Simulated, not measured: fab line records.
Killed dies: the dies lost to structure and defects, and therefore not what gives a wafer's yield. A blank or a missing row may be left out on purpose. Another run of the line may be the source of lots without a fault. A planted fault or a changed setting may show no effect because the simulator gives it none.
The tool behind it: which one?    flow n5 finfet    28 wafers sampled from 10 lots at 1 step of a route of 1938

## WHAT THE GAUGES SHOWED, per wafer
N5_BEOL_M0_SAQP_THK_MEAS_05.
lot   measured      on             thk nm (nm)
L833  day 5 17:28   film metro-02  60.7 60.6 61.9
L837  day 6 15:14   film metro-02  60.7 60.1 61.4
L838  day 6 22:39   film metro-01  59.8 61.7 61.2
L839  day 7 10:28   film metro-02  58.9 59.8 60.5
L842  day 8 09:51   film metro-02  59.4 60.5
L843  day 8 13:39   film metro-01  59.9 59.7
L849  day 9 21:29   film metro-01  59.8 60.4 60.2
L851  day 10 06:00  film metro-01  58.7 59.2 61.2
L854  day 11 00:25  film metro-02  58.9 60.0 60.9
L855  day 11 10:12  film metro-01  59.6 60.9 60.4

## WHICH TOOL RAN EACH LOT (tool, then ch and the chambers of the sampled wafers, then the start)
Record: no process step prior to these readings.

## THE ANSWER, worked out from the rows above alone
Rule: the lots themselves supply what counts as usual. Put in order of their means at a reading, lots are off if they are a third of the lots or fewer, leave a main group of 4 or more, and stand apart from it by a gap of 3 or more times the standard deviation of the main group's means; of several such gaps the widest counts. The tables above print the reading to a certain number of digits; a main group whose means all agree to those digits is not used. A lot without any number at a reading at which 4 lots or more have one is off too. Any other lot the step has rows for is counted as sound.
Across all readings shown, no lot is off: no conclusion can be drawn from this.

## WHAT HAD BEEN PUT IN BY THE SIMULATOR
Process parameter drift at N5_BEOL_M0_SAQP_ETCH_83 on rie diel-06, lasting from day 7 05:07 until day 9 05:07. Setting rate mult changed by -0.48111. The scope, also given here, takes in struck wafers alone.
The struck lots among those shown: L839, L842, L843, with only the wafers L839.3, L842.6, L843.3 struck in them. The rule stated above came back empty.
